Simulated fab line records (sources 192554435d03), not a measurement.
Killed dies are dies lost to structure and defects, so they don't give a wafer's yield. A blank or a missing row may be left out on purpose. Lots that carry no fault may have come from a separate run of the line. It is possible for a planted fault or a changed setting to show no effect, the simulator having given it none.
2 desks, one fault	flow n5 finfet	every desk sees just its own numbers, and what lay behind them comes last

THE DEFECT DESK
Inspection counts along the route, by lot: the mean over sampled wafers that carry a number. Marked OUT: a lot whose mean sits more than 4 standard deviations from the usual mean, which makes it out of limits; the brackets give that distance.
Columns: A = raw defect count at N5_FIN_SAQP_INSPECT_18, usual 450
lot	first seen here	A
L397	day 1 22:29	305
L400	day 2 15:32	374
L405	day 3 21:52	626
L406	day 4 03:02	423
L410	day 5 05:31	349
L414	day 6 04:53	320
L415	day 6 11:36	595
L416	day 6 15:52	588
L418	day 7 03:13	361
L419	day 7 09:29	371
This desk's finding: nothing out of limits on any of the 10 lots.

THE METROLOGY DESK
What the gauges read for every lot (on any tool): the sampled wafers with a number, averaged. Marked OUT: a lot whose mean sits more than 4 standard deviations from the usual mean, which makes it out of limits; the brackets give that distance. Readings shown: 7 out of 12 (the first out of limits, and those lying furthest out on some lot).
Columns: A = thk nm at N5_FIN_SAQP_THK_MEAS_05, usual 37.8 nm; B = cd nm at N5_FIN_SAQP_CD_MEAS_16, usual 35.8 nm; C = IOFF_N at N5_BEOL_M4_RC_MEAS_101, usual 0.18 nA/um; D = SS_N at N5_BEOL_M4_RC_MEAS_101, usual 71.8 mV/dec; E = SS_P at N5_BEOL_M4_RC_MEAS_101, usual 73.6 mV/dec; F = VT_N at N5_BEOL_M4_RC_MEAS_101, usual 248 mV; G = VT_P at N5_BEOL_M4_RC_MEAS_101, usual -248 mV
lot	first seen here	A	B	C	D	E	F	G
L397	day 1 21:51	38.2	35.7	0.22	71.8	73.6	245	-244
L400	day 2 14:53	38.4	35.7	0.13	71.5	72.1	253	-251
L405	day 3 21:06	38.0	36.7	0.21	72.0	73.8	244	-244
L406	day 4 02:23	37.5	35.5	0.22	72.1	74.2	246	-247
L410	day 5 04:46	37.9	37.2 (+4.0) OUT	0.17	71.4	73.5	250	-247
L414	day 6 04:13	37.7	35.7	0.20	72.0	74.2	247	-245
L415	day 6 10:15	37.2	35.4	0.18	71.9	73.4	247	-251
L416	day 6 15:14	38.9	35.6	0.19	72.3	73.7	250	-249
L418	day 7 02:27	38.0	35.4	0.20	72.6	73.9	247	-250
L419	day 7 08:43	38.0	35.6	0.17	72.2	74.0	252	-250
Finding of this desk: L410 out of limits; the first was L410 at day 5 05:28, on cd nm at N5_FIN_SAQP_CD_MEAS_16. In limits: L397, L400, L405, L406, L414, L415, L416, L418, L419.

BROUGHT TOGETHER
On L410, the metrology desk was in a position to raise an alarm at day 5 05:28.
The defect desk saw nothing out of limits.
The defect desk has L410 on record, within its limits.
Of the lots named, all ran N5_FIN_SAQP_PEB_14 on litho track-04.

WHAT THE SIMULATOR HAD INSERTED
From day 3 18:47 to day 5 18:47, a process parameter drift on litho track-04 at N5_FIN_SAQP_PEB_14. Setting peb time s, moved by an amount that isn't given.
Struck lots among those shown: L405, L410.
Delay in hours, fault start to first out-of-limits reading, per desk: metrology desk 35.
